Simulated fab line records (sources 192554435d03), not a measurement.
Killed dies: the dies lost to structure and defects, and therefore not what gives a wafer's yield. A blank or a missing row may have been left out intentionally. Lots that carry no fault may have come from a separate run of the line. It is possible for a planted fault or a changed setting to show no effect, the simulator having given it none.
Split-lot study ; flow n5-finfet ; 7 lots, 21 wafers read, on a route of 1938 steps

ON THE SPLIT
At N5_BEOL_M11_VIA_ETCH_34 (etches SiCOH lowk in C4F6/O2, target depth 184.5 nm, time 69.2 s), the setting time-s was moved away from the recipe's 69.2 s on 8 of the 21 wafers read, by -18.5% to +17.6%. All remaining wafers had this setting at the recipe value.

The reading is taken at the split's own step.

THE READING
SOC_of_BEOL_M11_COAT_63.thk-nm (the simulator's own value, which no gauge read), in nm, at N5_BEOL_M11_VIA_ETCH_34 (etches SiCOH lowk in C4F6/O2, target depth 184.5 nm, time 69.2 s). There is no usual value for it anywhere in the file. Across the 13 wafers here that went through the recipe, the average is 92.0 nm and the standard deviation 0.25 nm.

wafer;tool, chamber at the split;time-s as run, s;against the recipe;SOC_of_BEOL_M11_COAT_63.thk-nm, nm;against lot-mates on the recipe
L075.1;rie-diel-01, 0;69.2;recipe;92;-
L075.2;rie-diel-01, 3;69.2;recipe;92.2;-
L075.4;rie-diel-01, 2;56.4;-18.5%;93.6;+1.5
L084.4;rie-diel-05, 1;69.2;recipe;92;-
L084.5;rie-diel-05, 1;64;-7.5%;92.6;+0.6
L084.6;rie-diel-05, 2;64;-7.5%;92.8;+0.8
L085.1;rie-diel-02, 1;69.2;recipe;92.6;-
L085.3;rie-diel-02, 0;69.2;recipe;92.4;-
L085.4;rie-diel-02, 3;74.29;+7.4%;91.6;-0.9
L090.1;rie-diel-01, 3;81.39;+17.6%;90.8;-1.0
L090.2;rie-diel-01, 0;69.2;recipe;91.8;-
L090.3;rie-diel-01, 1;69.2;recipe;91.8;-
L091.1;rie-diel-02, 0;69.2;recipe;92.2;-
L091.2;rie-diel-02, 1;69.2;recipe;92.2;-
L091.6;rie-diel-02, 2;56.77;-18.0%;93.2;+1.0
L089.1;rie-diel-01, 0;69.2;recipe;91.8;-
L089.4;rie-diel-01, 2;69.2;recipe;91.8;-
L089.5;rie-diel-01, 1;69.2;recipe;91.8;-
L097.2;rie-diel-05, 3;64.64;-6.6%;92.4;+0.4
L097.3;rie-diel-05, 2;64.64;-6.6%;92.4;+0.4
L097.4;rie-diel-05, 1;69.2;recipe;92;-

FIT RESULTS
A straight line over all 21 wafers: SOC_of_BEOL_M11_COAT_63.thk-nm changes by -0.0723 nm for each +1% of time-s; r = -0.93; the points scatter about the line by 0.22 nm.
The same after taking each lot's own level away (the mean of its wafers on the recipe; 21 wafers): -0.0697 nm for each +1%; r = -0.96; scatter 0.15 nm.
The reading moves by 1.3 nm for the largest change in time-s, on that fit.
From 91.80 to 92.50 nm: that is the span of the lots' own levels, equal to 2.8 times the standard deviation above.
Hence the lot-to-lot level has little effect on the slope; both slopes agree.
Check: with one of the wafers moved furthest among these (-18.5%) left out of the fit, the line predicts +1.21 nm for it against its lot-mates. Against them it came out at +1.5 nm.

THE OTHER SPLITS THESE WAFERS WENT THROUGH
Other splits were also applied to these wafers ahead of the reading. Each is held against what the fit with the lots' levels taken away leaves over:
other split on the same wafers;wafers away from the commonest value;r with SOC_of_BEOL_M11_COAT_63.thk-nm (lot level and that fit taken away)
N5_BEOL_M9_DESCUM_16 time-s;5;-0.16
N5_BEOL_M9_ETCH_62 time-s;9;-0.12
N5_BEOL_M10_TRENCH_ETCH_37 time-s;8;+0.01

THE WHOLE CHAIN: every reading that the file lists as answering this split, in the file's order
step;what it does;reading;change (the file's fit);r (the file's)
N5_BEOL_M11_VIA_ETCH_34;etches SiCOH lowk in C4F6/O2, target depth 184.5 nm, time 69.2 s;etch.depth-nm (the simulator's own value, which no gauge read);+1.67 nm for each +1% of the setting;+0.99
N5_BEOL_M11_VIA_ETCH_34;etches SiCOH lowk in C4F6/O2, target depth 184.5 nm, time 69.2 s;SOC_of_BEOL_M11_COAT_63.thk-nm (the simulator's own value, which no gauge read);-0.0689 nm for each +1% of the setting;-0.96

FILE'S OWN FIT
SOC_of_BEOL_M11_COAT_63.thk-nm changes by -0.0689 nm for each +1% of time-s, r = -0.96.
